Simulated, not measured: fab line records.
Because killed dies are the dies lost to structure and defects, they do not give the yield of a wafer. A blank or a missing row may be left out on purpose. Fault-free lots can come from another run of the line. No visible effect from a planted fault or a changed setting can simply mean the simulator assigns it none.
fab line records    flow nandHarc
record: lots: 24  wafers: 72  lastDay: 34
route steps=1302 shown A_SGD_CUT@920 A_WL_FILL@959 A_CONTACT@1006
lots untouched by any fault: they come from a run of this same line in which no faults occurred
startH: hours from the record's opening day to when the first of the lot's shown wafers began    waitH: how many hours have passed since the lot's step before this one    " as in the row above    L1.1+2: a row that stands for several wafers    - either no value or no given start    * or withheld: withheld    < > ~ a bound
route shown NAME@n: names a module that has steps shown in the file, with the first one's number in the route    usual: mean/standard deviation taken from wafers without a fault    same: alike in all rows    chamber/n: place in a boat    sites: per-site readings    _std_site: the standard deviation of these    _edge_site: outer sites' mean less inner sites'    radiusMm: for every site, how far away it sits from the centre of the wafer    mask NAME#n: copy n    behind: the tool/chamber that last shaped the wafer    hold: what put the lot on hold/how long, in hours/how the hold closed    device: the n, p or np transistor that did not switch    end of line: at the end of the route, the tests of the same wafers    step lacking rows: just its recipe    killed: dies that structure and defects cost at the first sort, which is not the same as the wafer's yield    map: dies across one wafer; x = killed, . = not, _ = none there
set.NAME: the setting as run; set.NAME@STEP: as run at that earlier step    model.NAME: the simulator's own value behind a step, which no gauge read
steps of the route over a sample of lots; a table a step, a row a wafer
services: the hour from which a tool's chamber was out of use, counted from the record's first day as startH (under 0 if before that day), plus the number of hours and why
== steps ==
step: NHARC_A_SGD_CUT_STRIP_28
recipe: timeS: 20  o2FlowSccm: 500  arFlowSccm: 0  biasW: 0  chemistry: O2
usual: drypumpMotorCurrentA: 5.7/0.5  oesProductAu: 1.002/0.01  rfVppV: 57.7/0.88  showerheadPlenumPTorr: 3.51/0.14  throttleValvePct: 17.037/0.0085
lot.wafer  tool        chamber  startH  waitH  drypumpMotorCurrentA  oesProductAu  rfHoursCounterH  rfVppV  showerheadPlenumPTorr  throttleValvePct
L075.3     rieDiel-05  3        -       -      4.9                   0.997         2                57.8    3.39                   17.038
L075.2     "           1        "       "      5.5                   1.008         2                56.1    3.44                   17.039
L075.4     "           2        "       "      5.3                   0.999         3                59.8    3.69                   17.033
L077.1     rieDiel-09  3        -       -      6.3                   0.999         10               57.7    3.32                   17.025
L077.6     "           3        "       "      6.3                   1.007         -                56.5    3.32                   17.031
L077.5     "           0        "       "      5.7                   0.992         -                56.6    3.41                   17.020
L076.2     rieDiel-12  2        466.67  0.2    5.6                   0.999         2                56.8    3.60                   17.030
L076.3     "           1        "       "      5.4                   1.005         1                58.7    3.68                   17.026
L076.6     "           2        "       "      5.5                   1.000         -                56.8    3.60                   17.031
L074.4     rieDiel-05  1        466.67  0.1    5.5                   0.998         -                58.5    3.44                   17.042
L074.5     "           2        "       "      5.3                   0.990         -                58.3    3.69                   17.050
L074.6     "           0        "       "      5.3                   1.019         -                58.8    3.43                   17.020
L078.1     rieDiel-12  0        -       -      5.5                   1.019         3                58.4    3.34                   17.044
L078.4     "           1        "       "      5.4                   1.010         1                58.3    3.68                   17.046
L078.6     "           0        "       "      5.5                   1.008         -                57.6    3.34                   17.041
L079.1     rieDiel-09  2        -       -      6.5                   0.982         13               58.1    3.65                   17.047
L079.4     "           3        "       "      6.3                   1.014         11               56.9    3.32                   17.040
L079.5     "           2        "       "      6.5                   0.991         -                57.7    3.65                   17.037
L080.4     rieDiel-05  1        -       -      5.5                   1.003         5                59.0    3.44                   17.040
L080.6     "           2        "       "      5.3                   0.985         -                59.2    3.69                   17.017
L080.5     "           3        "       "      4.8                   0.988         -                58.6    3.39                   17.041
L081.4     rieDiel-05  3        -       -      4.8                   0.989         4                58.9    3.39                   17.042
L081.3     "           0        "       "      5.3                   1.014         5                58.3    3.43                   17.032
L081.6     "           3        "       "      4.9                   0.992         -                58.1    3.39                   17.024
L083.2     rieDiel-09  2        -       -      6.5                   0.991         3                59.4    3.65                   17.037
L083.5     "           2        "       "      6.5                   1.002         -                58.9    3.65                   17.047
L083.6     "           3        "       "      6.4                   1.022         -                57.5    3.31                   17.042
L082.2     rieDiel-05  3        -       -      4.9                   0.988         6                56.5    3.39                   17.035
L082.4     "           1        "       "      5.5                   1.007         6                55.5    3.44                   17.045
L082.5     "           3        "       "      4.9                   0.989         -                58.3    3.39                   17.045
L086.1     rieDiel-09  1        -       -      6.1                   1.001         6                58.1    3.65                   17.050
L086.4     "           3        "       "      6.3                   1.020         5                57.9    3.31                   17.033
L086.6     "           2        "       "      6.5                   0.998         -                59.0    3.65                   17.043
L085.3     rieDiel-05  2        -       -      5.3                   0.977         8                57.6    3.69                   17.031
L085.6     "           0        "       "      5.4                   1.013         -                56.5    3.43                   17.023
L085.5     "           1        "       "      5.5                   1.007         -                58.3    3.44                   17.036
L084.2     rieDiel-05  1        -       -      5.5                   1.012         7                56.6    3.44                   17.029
L084.1     "           2        "       "      5.3                   0.989         8                57.3    3.69                   17.032
L084.5     "           1        "       "      5.5                   1.006         -                56.2    3.44                   17.042
L087.2     rieDiel-09  0        -       -      5.7                   1.003         7                58.0    3.40                   17.035
L087.6     "           0        "       "      5.7                   0.997         -                57.3    3.40                   17.031
L087.5     "           1        "       "      6.0                   0.987         -                57.5    3.65                   17.030
L089.2     rieDiel-09  2        -       -      6.5                   0.994         8                57.6    3.65                   17.045
L089.4     "           3        "       "      6.3                   1.016         8                56.7    3.31                   17.034
L089.3     "           0        "       "      5.7                   1.003         8                58.0    3.40                   17.037
L088.3     rieDiel-05  0        -       -      5.3                   1.004         1                56.6    3.43                   17.033
L088.2     "           2        "       "      5.3                   1.001         1                56.7    3.69                   17.029
L088.1     "           3        "       "      4.8                   1.005         1                57.0    3.39                   17.032
L090.1     rieDiel-09  1        -       -      6.0                   1.004         9                58.5    3.65                   17.034
L090.2     "           2        "       "      6.5                   1.007         9                58.3    3.65                   17.046
L090.4     "           0        "       "      5.8                   1.012         8                55.9    3.40                   17.035
L093.1     rieDiel-05  0        -       -      5.4                   1.022         1                56.6    3.43                   17.040
L093.2     "           2        "       "      5.3                   1.011         3                57.6    3.69                   17.045
L093.5     "           0        "       "      5.3                   1.010         -                58.3    3.43                   17.028
L092.3     rieDiel-09  3        -       -      6.3                   1.005         10               57.3    3.31                   17.037
L092.2     "           0        "       "      5.8                   1.011         10               56.4    3.40                   17.031
L092.5     "           1        "       "      6.0                   0.997         -                59.0    3.65                   17.039
L094.3     rieDiel-09  2        -       -      6.5                   0.998         10               58.6    3.64                   17.030
L094.4     "           3        "       "      6.3                   1.006         10               57.9    3.31                   17.036
L094.6     "           2        "       "      6.5                   1.002         -                58.3    3.64                   17.053
L091.4     rieDiel-05  2        -       -      5.3                   1.008         3                58.8    3.69                   17.041
L091.3     "           3        "       "      4.9                   1.004         3                57.1    3.39                   17.032
L091.5     "           3        "       "      4.9                   1.012         -                56.9    3.39                   17.038
L095.4     rieDiel-09  0        -       -      5.8                   0.996         13               57.0    3.40                   17.036
L095.6     "           1        "       "      6.0                   0.994         -                57.9    3.65                   17.031
L095.5     "           2        "       "      6.5                   0.991         -                56.9    3.64                   17.040
L097.4     rieDiel-12  0        -       -      5.5                   1.000         3                57.8    3.34                   17.031
L097.1     "           1        "       "      5.4                   0.996         3                57.4    3.68                   17.045
L097.6     "           3        "       "      5.8                   0.986         -                56.3    3.34                   17.039
L096.3     rieDiel-05  1        -       -      5.5                   1.000         6                57.9    3.43                   17.026
L096.4     "           0        "       "      5.3                   1.014         4                57.3    3.43                   17.029
L096.6     "           2        "       "      5.3                   1.021         -                57.6    3.69                   17.032
step: NHARC_A_WL_FILL_STRIP_27
recipe: powerW: 1500  tempC: 250  timeS: 20  chemistry: N2/H2
usual: drypumpMotorCurrentA: 5.7/0.45  heaterPowerW: 340/16
lot.wafer  tool            chamber  startH  waitH  drypumpMotorCurrentA  heaterPowerW  rfHoursCounterH
L075.2     plasmaAsher-02  0        480.85  0.1    5.7                   368           13
L075.3     "               1        "       "      5.0                   323           -
L075.4     "               0        "       "      5.7                   373           -
L077.1     plasmaAsher-02  1        486.49  0.1    5.1                   334           14
L077.5     "               1        "       "      5.1                   332           -
L077.6     "               0        "       "      5.7                   364           -
L074.4     plasmaAsher-01  0        486.54  0.2    6.0                   310           -
L074.6     "               1        "       "      6.3                   334           -
L074.5     "               0        "       "      6.0                   304           -
L076.2     plasmaAsher-01  1        491.35  0.1    6.3                   349           26
L076.3     "               1        "       "      6.2                   342           -
L076.6     "               1        "       "      6.3                   341           -
L079.1     plasmaAsher-02  1        502.40  0.2    5.1                   335           16
L079.4     "               0        "       "      5.7                   372           -
L079.5     "               1        "       "      5.1                   338           -
L078.1     plasmaAsher-01  1        502.49  0.1    6.2                   347           27
L078.4     "               0        "       "      6.0                   309           -
L078.6     "               1        "       "      6.2                   350           -
L080.4     plasmaAsher-02  0        522.58  0.1    5.7                   352           -
L080.6     "               0        "       "      5.7                   369           -
L080.5     "               1        "       "      5.1                   334           -
L081.3     plasmaAsher-01  0        548.37  0.1    6.1                   340           -
L081.4     "               1        "       "      6.3                   326           -
L081.6     "               1        "       "      6.2                   332           -
L082.2     plasmaAsher-02  0        558.17  0.1    5.7                   358           26
L082.4     "               0        "       "      5.7                   364           -
L082.5     "               0        "       "      5.7                   371           -
L083.2     plasmaAsher-02  1        558.49  0.1    5.1                   334           26
L083.5     "               0        "       "      5.7                   370           -
L083.6     "               1        "       "      5.1                   331           -
L086.1     plasmaAsher-02  1        572.29  0.1    5.1                   340           28
L086.4     "               0        "       "      5.7                   368           -
L086.6     "               0        "       "      5.7                   362           -
L084.2     plasmaAsher-02  0        577.68  0.3    5.7                   377           30
L084.1     "               1        "       "      5.1                   337           30
L084.5     "               0        "       "      5.7                   371           -
L085.3     plasmaAsher-01  0        578.07  0.4    6.0                   333           -
L085.6     "               0        "       "      6.0                   330           -
L085.5     "               1        "       "      6.3                   330           -
L087.2     plasmaAsher-01  1        606.29  0.1    6.2                   331           19
L087.5     "               0        "       "      6.0                   330           -
L087.6     "               1        "       "      6.2                   329           -
L089.2     plasmaAsher-02  1        626.35  0.1    5.0                   345           3
L089.4     "               0        "       "      5.7                   354           -
L089.3     "               1        "       "      5.1                   339           -
L088.1     plasmaAsher-01  0        631.05  0.1    6.0                   324           23
L088.2     "               1        "       "      6.3                   335           23
L088.3     "               0        "       "      6.0                   331           -
L090.2     plasmaAsher-02  0        634.95  0.1    5.7                   352           4
L090.1     "               1        "       "      5.1                   339           4
L090.4     "               1        "       "      5.1                   335           -
L092.2     plasmaAsher-02  1        650.22  0.1    5.0                   335           7
L092.3     "               1        "       "      5.0                   337           -
L092.5     "               0        "       "      5.7                   346           -
L093.1     plasmaAsher-01  0        650.36  0.1    6.0                   326           27
L093.2     "               1        "       "      6.2                   333           27
L093.5     "               1        "       "      6.3                   329           -
L094.3     plasmaAsher-02  0        654.23  0.1    5.7                   342           -
L094.4     "               1        "       "      5.1                   329           -
L094.6     "               0        "       "      5.7                   356           -
L091.4     plasmaAsher-01  0        658.16  0.2    6.0                   333           -
L091.3     "               1        "       "      6.3                   327           -
L091.5     "               1        "       "      6.3                   329           -
L095.4     plasmaAsher-02  1        681.31  0.1    5.1                   341           -
L095.6     "               1        "       "      5.1                   342           -
L095.5     "               0        "       "      5.7                   346           -
L097.1     plasmaAsher-02  1        702.57  0.5    5.0                   339           18
L097.4     "               1        "       "      5.1                   329           -
L097.6     "               1        "       "      5.0                   345           -
L096.3     plasmaAsher-02  1        705.78  0.1    5.1                   341           -
L096.4     "               0        "       "      5.7                   353           -
L096.6     "               0        "       "      5.7                   343           -
step: NHARC_A_WL_FILL_STRIP_29
recipe: timeS: 20  o2FlowSccm: 500  arFlowSccm: 0  biasW: 0  chemistry: O2
usual: drypumpMotorCurrentA: 5.9/0.47  oesProductAu: 0.997/0.0089  rfVppV: 57.9/0.86  showerheadPlenumPTorr: 3.60/0.074  throttleValvePct: 17.037/0.0094
lot.wafer  tool        chamber  startH  waitH  drypumpMotorCurrentA  oesProductAu  rfHoursCounterH  rfVppV  showerheadPlenumPTorr  throttleValvePct
L075.2     rieDiel-13  0        494.21  0.1    6.5                   0.995         4.1              58.3    3.54                   17.031
L075.3     "           2        "       "      5.5                   1.010         3.1              58.5    3.62                   17.026
L075.4     "           3        "       "      6.1                   0.999         3.9              58.2    3.62                   17.041
L074.4     rieDiel-08  2        497.48  0.1    5.4                   1.008         4.1              57.0    3.57                   17.047
L074.6     "           0        "       "      6.6                   1.002         -                57.9    3.57                   17.052
L074.5     "           1        "       "      5.9                   1.006         -                59.3    3.75                   17.045
L077.1     rieDiel-10  2        497.55  0.1    6.7                   1.000         4.7              58.0    3.75                   17.032
L077.5     "           2        "       "      6.6                   0.994         -                57.8    3.75                   17.031
L077.6     "           3        "       "      5.2                   0.986         -                57.7    3.44                   17.041
L076.2     rieDiel-08  3        501.39  0.1    5.5                   1.003         3.9              59.0    3.55                   17.035
L076.3     "           0        "       "      6.6                   1.011         3.8              56.6    3.57                   17.026
L076.6     "           2        "       "      5.4                   0.991         -                56.3    3.57                   17.038
L079.4     rieDiel-13  1        512.64  0.1    5.6                   0.992         3.6              58.6    3.65                   17.048
L079.1     "           3        "       "      6.1                   1.009         4.2              58.7    3.62                   17.031
L079.5     "           0        "       "      6.5                   0.987         -                58.0    3.54                   17.059
L078.4     rieDiel-10  0        513.70  0.1    6.1                   0.993         5.4              59.8    3.54                   17.055
L078.1     "           1        "       "      6.5                   1.010         3.3              57.1    3.66                   17.025
L078.6     "           3        "       "      5.2                   0.986         -                57.7    3.44                   17.042
L080.4     rieDiel-08  2        536.02  0.1    5.4                   0.991         4.6              57.7    3.57                   17.035
L080.5     "           1        "       "      5.9                   1.003         -                58.6    3.75                   17.035
L080.6     "           2        "       "      5.4                   1.007         -                58.9    3.57                   17.044
L081.3     rieDiel-08  0        557.91  0.1    6.6                   1.021         0.2              58.7    3.57                   17.035
L081.4     "           1        "       "      5.9                   1.005         0.2              58.6    3.75                   17.045
L081.6     "           0        "       "      6.6                   1.003         -                57.4    3.57                   17.039
L083.2     rieDiel-13  3        568.25  0.1    6.1                   0.990         1.5              58.2    3.62                   17.028
L083.6     "           2        "       "      5.5                   1.002         -                56.6    3.62                   17.036
L083.5     "           3        "       "      6.1                   0.999         -                58.9    3.62                   17.028
L082.2     rieDiel-08  2        568.30  0.1    5.4                   0.982         0.4              57.2    3.57                   17.040
L082.4     "           0        "       "      6.6                   1.008         0.5              57.8    3.57                   17.029
L082.5     "           3        "       "      5.5                   0.986         -                58.9    3.55                   17.034
L086.1     rieDiel-13  0        581.92  0.1    6.4                   1.001         1.6              57.2    3.54                   17.048
L086.6     "           0        "       "      6.5                   0.994         -                58.2    3.54                   17.038
L086.4     "           2        "       "      5.5                   1.009         -                57.5    3.62                   17.051
L085.3     rieDiel-08  2        589.71  0.1    5.4                   1.000         1.4              58.7    3.57                   17.029
L085.6     "           2        "       "      5.4                   0.997         -                57.9    3.57                   17.017
L085.5     "           3        "       "      5.5                   0.998         -                57.9    3.55                   17.030
L084.2     rieDiel-13  2        589.75  0.1    5.5                   0.991         1.4              58.8    3.62                   17.034
L084.1     "           1        "       "      5.5                   0.991         1.4              58.8    3.65                   17.049
L084.5     "           3        "       "      6.1                   0.983         -                59.5    3.62                   17.030
L087.2     rieDiel-13  1        617.00  0.1    5.5                   0.983         2.0              58.2    3.65                   17.026
L087.6     "           3        "       "      6.1                   0.994         -                57.9    3.62                   17.039
L087.5     "           0        "       "      6.5                   0.994         -                58.8    3.54                   17.055
L089.2     rieDiel-13  3        636.44  0.1    6.0                   1.008         2.6              56.5    3.62                   17.034
L089.4     "           1        "       "      5.5                   1.002         2.2              59.7    3.65                   17.035
L089.3     "           2        "       "      5.5                   1.010         2.3              58.6    3.62                   17.031
L088.3     rieDiel-08  2        640.66  0.1    5.4                   0.973         2.3              58.0    3.57                   17.041
L088.1     "           3        "       "      5.5                   0.998         2.3              58.0    3.55                   17.015
L088.2     "           1        "       "      5.9                   0.997         2.4              57.2    3.75                   17.037
L090.1     rieDiel-08  1        644.58  0.1    5.9                   1.001         2.4              58.9    3.75                   17.037
L090.2     "           2        "       "      5.4                   0.992         2.3              56.5    3.57                   17.020
L090.4     "           3        "       "      5.5                   0.996         2.3              59.5    3.55                   17.055
L094.3     rieDiel-13  2        661.73  0.1    5.5                   0.991         3.1              58.6    3.62                   17.035
L094.4     "           1        "       "      5.5                   1.001         -                57.4    3.65                   17.052
L094.6     "           2        "       "      5.5                   0.995         -                58.0    3.62                   17.035
L093.1     rieDiel-08  3        661.78  0.1    5.5                   1.000         3.3              57.8    3.55                   17.043
L093.2     "           1        "       "      5.9                   1.002         3.4              57.6    3.75                   17.011
L093.5     "           0        "       "      6.6                   0.988         -                56.9    3.57                   17.034
L092.3     rieDiel-13  2        664.85  0.1    5.5                   0.994         3.1              56.2    3.62                   17.038
L092.2     "           3        "       "      6.1                   0.999         3.2              58.4    3.62                   17.041
L092.5     "           1        "       "      5.5                   0.988         -                56.2    3.65                   17.048
L091.4     rieDiel-08  0        668.25  0.1    6.6                   1.009         3.3              58.2    3.57                   17.049
L091.3     "           1        "       "      5.9                   1.008         3.5              56.9    3.75                   17.031
L091.5     "           2        "       "      5.4                   0.999         -                58.2    3.57                   17.040
L095.4     rieDiel-08  2        691.36  0.1    5.4                   1.002         3.9              57.7    3.56                   17.039
L095.5     "           1        "       "      5.9                   1.004         -                59.2    3.75                   17.055
L095.6     "           2        "       "      5.4                   1.008         -                57.6    3.56                   17.062
L097.4     rieDiel-08  2        712.76  0.1    5.4                   0.993         4.2              56.9    3.56                   17.032
L097.1     "           0        "       "      6.6                   0.991         3.9              58.6    3.57                   17.033
L097.6     "           2        "       "      5.4                   0.992         -                57.4    3.56                   17.022
L096.4     rieDiel-08  0        715.92  0.1    6.6                   0.998         4.0              57.6    3.57                   17.037
L096.3     "           1        "       "      5.9                   0.986         4.1              58.6    3.75                   17.040
L096.6     "           2        "       "      5.4                   0.992         -                58.5    3.56                   17.027
step: NHARC_A_CONTACT_ETCH_112
recipe: sourceW: withheld  pressureMtorr: 20  biasV: 3000  timeS: 190  targetDepthA: 18500  arFlowSccm: withheld  c4f8FlowSccm: withheld  o2FlowSccm: withheld  chemistry: C4F8/O2/Ar
lot.wafer  tool           chamber  startH  waitH  rfHoursCounterH
L075.2     harCapEtch-03  1        508.58  0.2    41
L075.3     "              1        "       "      -
L075.4     "              0        "       "      -
L074.4     harCapEtch-02  0        513.63  0.2    -
L074.6     "              1        "       "      -
L074.5     "              0        "       "      -
L077.1     harCapEtch-03  1        514.25  0.2    44
L077.5     "              1        "       "      -
L077.6     "              0        "       "      -
L076.2     harCapEtch-01  1        515.85  0.2    0
L076.3     "              0        "       "      -
L076.6     "              0        "       "      -
L078.1     harCapEtch-03  0        529.71  0.2    48
L078.4     "              1        "       "      -
L078.6     "              1        "       "      -
L079.1     harCapEtch-01  1        530.31  0.2    4
L079.4     "              0        "       "      -
L079.5     "              1        "       "      -
L080.4     harCapEtch-03  0        550.32  0.2    -
L080.5     "              1        "       "      -
L080.6     "              0        "       "      -
L081.4     harCapEtch-01  1        572.63  0.3    -
L081.3     "              0        "       "      -
L081.6     "              1        "       "      -
L082.2     harCapEtch-02  1        582.77  0.2    94
L082.4     "              0        "       "      -
L082.5     "              0        "       "      -
L083.2     harCapEtch-03  1        583.65  0.2    57
L083.5     "              0        "       "      -
L083.6     "              1        "       "      -
L086.1     harCapEtch-02  1        599.86  0.2    99
L086.4     "              1        "       "      -
L086.6     "              0        "       "      -
L084.1     harCapEtch-01  1        604.05  0.2    17
L084.2     "              0        "       "      17
L084.5     "              1        "       "      -
L085.3     harCapEtch-03  0        604.97  0.2    -
L085.6     "              1        "       "      -
L085.5     "              0        "       "      -
L087.2     harCapEtch-01  0        634.23  0.2    22
L087.6     "              1        "       "      -
L087.5     "              0        "       "      -
L089.2     harCapEtch-02  0        651.20  0.2    105
L089.3     "              0        "       "      -
L089.4     "              1        "       "      -
L088.1     harCapEtch-03  1        655.35  0.2    69
L088.2     "              0        "       "      69
L088.3     "              0        "       "      -
L090.1     harCapEtch-01  1        659.06  0.2    26
L090.2     "              0        "       "      26
L090.4     "              0        "       "      -
L093.2     harCapEtch-03  0        675.97  0.2    73
L093.1     "              1        "       "      73
L093.5     "              0        "       "      -
L094.3     harCapEtch-02  1        676.23  0.2    -
L094.4     "              0        "       "      -
L094.6     "              1        "       "      -
L092.2     harCapEtch-01  0        681.92  0.2    31
L092.3     "              1        "       "      -
L092.5     "              0        "       "      -
L091.3     harCapEtch-02  0        685.89  0.2    -
L091.4     "              1        "       "      -
L091.5     "              0        "       "      -
L095.4     harCapEtch-02  0        706.24  0.2    -
L095.6     "              1        "       "      -
L095.5     "              0        "       "      -
L097.1     harCapEtch-03  0        726.91  0.2    83
L097.4     "              1        "       "      -
L097.6     "              0        "       "      -
L096.3     harCapEtch-01  1        730.33  0.2    -
L096.4     "              0        "       "      -
L096.6     "              1        "       "      -
step: NHARC_A_CONTACT_ETCH_114
recipe: sourceW: withheld  pressureMtorr: 20  biasV: 3000  timeS: 190  targetDepthA: 18500  arFlowSccm: withheld  c4f8FlowSccm: withheld  o2FlowSccm: withheld  chemistry: C4F8/O2/Ar
lot.wafer  tool           chamber  startH  waitH  rfHoursCounterH
L075.2     harCapEtch-03  1        508.93  0.1    42
L075.3     "              1        "       "      -
L075.4     "              0        "       "      -
L074.4     harCapEtch-02  0        513.98  0.1    -
L074.6     "              1        "       "      -
L074.5     "              0        "       "      -
L077.1     harCapEtch-03  1        514.59  0.1    44
L077.5     "              1        "       "      -
L077.6     "              0        "       "      -
L076.2     harCapEtch-01  1        516.19  0.1    0
L076.3     "              0        "       "      -
L076.6     "              0        "       "      -
L078.1     harCapEtch-03  0        530.16  0.2    48
L078.4     "              1        "       "      -
L078.6     "              1        "       "      -
L079.1     harCapEtch-01  1        530.66  0.1    5
L079.4     "              0        "       "      -
L079.5     "              1        "       "      -
L080.4     harCapEtch-03  0        550.66  0.1    -
L080.5     "              1        "       "      -
L080.6     "              0        "       "      -
L081.4     harCapEtch-01  1        573.23  0.2    -
L081.3     "              0        "       "      -
L081.6     "              1        "       "      -
L082.2     harCapEtch-02  1        583.11  0.1    95
L082.4     "              0        "       "      -
L082.5     "              0        "       "      -
L083.2     harCapEtch-03  1        583.99  0.1    57
L083.5     "              0        "       "      -
L083.6     "              1        "       "      -
L086.1     harCapEtch-02  1        600.20  0.1    99
L086.4     "              1        "       "      -
L086.6     "              0        "       "      -
L084.1     harCapEtch-01  1        604.39  0.1    17
L084.2     "              0        "       "      17
L084.5     "              1        "       "      -
L085.3     harCapEtch-03  0        605.31  0.1    -
L085.6     "              1        "       "      -
L085.5     "              0        "       "      -
L087.2     harCapEtch-01  0        634.57  0.1    22
L087.6     "              1        "       "      -
L087.5     "              0        "       "      -
L089.2     harCapEtch-02  0        651.54  0.1    106
L089.3     "              0        "       "      -
L089.4     "              1        "       "      -
L088.1     harCapEtch-03  1        655.81  0.2    69
L088.2     "              0        "       "      69
L088.3     "              0        "       "      -
L090.1     harCapEtch-01  1        659.40  0.1    26
L090.2     "              0        "       "      26
L090.4     "              0        "       "      -
L093.2     harCapEtch-03  0        676.31  0.1    73
L093.1     "              1        "       "      73
L093.5     "              0        "       "      -
L094.3     harCapEtch-02  1        676.57  0.1    -
L094.4     "              0        "       "      -
L094.6     "              1        "       "      -
L092.2     harCapEtch-01  0        682.26  0.1    32
L092.3     "              1        "       "      -
L092.5     "              0        "       "      -
L091.3     harCapEtch-02  0        686.23  0.1    -
L091.4     "              1        "       "      -
L091.5     "              0        "       "      -
L095.4     harCapEtch-02  0        706.70  0.2    -
L095.6     "              1        "       "      -
L095.5     "              0        "       "      -
L097.1     harCapEtch-03  0        727.26  0.1    83
L097.4     "              1        "       "      -
L097.6     "              0        "       "      -
L096.3     harCapEtch-01  1        730.67  0.1    -
L096.4     "              0        "       "      -
L096.6     "              1        "       "      -
step: NHARC_A_CONTACT_ETCH_115
recipe: sourceW: withheld  pressureMtorr: 20  biasV: 3000  timeS: 190  targetDepthA: 18500  arFlowSccm: withheld  c4f8FlowSccm: withheld  o2FlowSccm: withheld  chemistry: C4F8/O2/Ar
lot.wafer  tool           chamber  startH  waitH  rfHoursCounterH
L075.2     harCapEtch-03  1        509.10  0.1    42
L075.3     "              1        "       "      -
L075.4     "              0        "       "      -
L074.4     harCapEtch-02  0        514.15  0.1    -
L074.6     "              1        "       "      -
L074.5     "              0        "       "      -
L077.1     harCapEtch-03  1        514.76  0.1    44
L077.5     "              1        "       "      -
L077.6     "              0        "       "      -
L076.2     harCapEtch-01  1        516.36  0.1    1
L076.3     "              0        "       "      -
L076.6     "              0        "       "      -
L078.1     harCapEtch-03  0        530.39  0.2    48
L078.4     "              1        "       "      -
L078.6     "              1        "       "      -
L079.1     harCapEtch-01  1        530.83  0.1    5
L079.4     "              0        "       "      -
L079.5     "              1        "       "      -
L080.4     harCapEtch-03  0        550.83  0.1    -
L080.5     "              1        "       "      -
L080.6     "              0        "       "      -
L081.4     harCapEtch-01  1        573.53  0.3    -
L081.3     "              0        "       "      -
L081.6     "              1        "       "      -
L082.2     harCapEtch-02  1        583.28  0.1    95
L082.4     "              0        "       "      -
L082.5     "              0        "       "      -
L083.2     harCapEtch-03  1        584.17  0.1    57
L083.5     "              0        "       "      -
L083.6     "              1        "       "      -
L086.1     harCapEtch-02  1        600.37  0.1    99
L086.4     "              1        "       "      -
L086.6     "              0        "       "      -
L084.1     harCapEtch-01  1        604.56  0.1    17
L084.2     "              0        "       "      17
L084.5     "              1        "       "      -
L085.3     harCapEtch-03  0        605.48  0.1    -
L085.6     "              1        "       "      -
L085.5     "              0        "       "      -
L087.2     harCapEtch-01  0        634.74  0.1    23
L087.6     "              1        "       "      -
L087.5     "              0        "       "      -
L089.2     harCapEtch-02  0        651.71  0.1    106
L089.3     "              0        "       "      -
L089.4     "              1        "       "      -
L088.1     harCapEtch-03  1        656.03  0.2    69
L088.2     "              0        "       "      69
L088.3     "              0        "       "      -
L090.1     harCapEtch-01  1        659.58  0.1    26
L090.2     "              0        "       "      26
L090.4     "              0        "       "      -
L093.2     harCapEtch-03  0        676.48  0.1    74
L093.1     "              1        "       "      74
L093.5     "              0        "       "      -
L094.3     harCapEtch-02  1        676.74  0.1    -
L094.4     "              0        "       "      -
L094.6     "              1        "       "      -
L092.2     harCapEtch-01  0        682.43  0.1    32
L092.3     "              1        "       "      -
L092.5     "              0        "       "      -
L091.3     harCapEtch-02  0        686.40  0.1    -
L091.4     "              1        "       "      -
L091.5     "              0        "       "      -
L095.4     harCapEtch-02  0        706.92  0.2    -
L095.6     "              1        "       "      -
L095.5     "              0        "       "      -
L097.1     harCapEtch-03  0        727.43  0.1    83
L097.4     "              1        "       "      -
L097.6     "              0        "       "      -
L096.3     harCapEtch-01  1        730.84  0.1    -
L096.4     "              0        "       "      -
L096.6     "              1        "       "      -
== services ==
tool            chamber  startH  hours  kind
harCapEtch-03   -        449.21  0.1    repair
rieDiel-05      3        460.63  7.0    repair
plasmaAsher-01  -        467.65  9.1    repair
harCapEtch-01   -        497.00  17.0   pm
rieDiel-09      -        497.30  9.0    pm
rieDiel-13      -        519.03  9.0    pm
plasmaAsher-01  -        519.17  9.0    pm
rieDiel-05      1        528.51  6.6    repair
plasmaAsher-02  -        542.65  12.6   repair
rieDiel-08      -        544.80  9.0    pm
rieDiel-09      0        557.55  8.1    repair
rieDiel-05      -        583.60  9.0    pm
plasmaAsher-02  -        603.83  9.0    pm
rieDiel-09      3        610.46  4.8    repair
harCapEtch-01   -        613.18  0.6    repair
harCapEtch-02   -        614.61  1.6    repair
rieDiel-05      0        614.98  14.2   repair
rieDiel-09      0        648.41  2.7    repair
rieDiel-09      1        664.85  6.1    repair
rieDiel-09      -        674.30  9.0    pm
rieDiel-09      2        687.75  11.5   repair
rieDiel-05      -        692.03  0.7    repair
rieDiel-08      -        721.80  9.0    pm
harCapEtch-01   -        722.72  5.7    repair
== key ==
fault none
